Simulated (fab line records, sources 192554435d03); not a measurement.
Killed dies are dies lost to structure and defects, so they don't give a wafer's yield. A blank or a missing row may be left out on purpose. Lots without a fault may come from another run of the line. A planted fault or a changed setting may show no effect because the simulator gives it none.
Chamber matching | flow n5_finfet | N5_BEOL_M4_ETCH_69 on rie_diel-04: 4 sister chambers
The step etches SiARC in CF4, target depth 15.6 nm, time 26 s. 4 wafers are shown with their chamber, then 10 later ones without.

WAFERS WITH THEIR CHAMBER
wafer  | chamber | showerhead_plenum_p_Torr (Torr)
L081.2 | 2       | 2.03
L086.3 | 0       | 2.12
L087.1 | 1       | 2.16
L087.2 | 3       | 2.26

WAFERS WITHOUT THEIR CHAMBER
wafer  | showerhead_plenum_p_Torr (Torr)
L087.6 | 2.02
L091.3 | 2.16
L091.4 | 2.26
L091.6 | 2.16
L092.4 | 2.26
L092.5 | 2.16
L092.6 | 2.12
L090.2 | 2.16
L090.3 | 2.26
L090.4 | 2.16

WHICH CHAMBER EACH WENT THROUGH
wafer  | from the rows above | in truth
L087.6 | 2                   | 2
L091.3 | 1                   | 1
L091.4 | 3                   | 3
L091.6 | 1                   | 1
L092.4 | 3                   | 3
L092.5 | 1                   | 1
L092.6 | 0                   | 0
L090.2 | 1                   | 1
L090.3 | 3                   | 3
L090.4 | 1                   | 1
Placed correctly: 10 of 10. Can't be placed from these rows: 0. Placed wrongly: 0.
How it was worked out, from the rows above alone: a wafer's distance from a chamber is the root of the sum, over the readings, of the square of ((its reading less the chamber's mean) divided by the reading's scatter). The wafer belongs to the nearest chamber; if the next one is less than 2 further off, it can't be placed. A chamber's mean is the mean of its shown wafers. The scatter: with one shown wafer a chamber, the root of the mean of the squares of how far each hidden wafer lies from its nearest shown one.
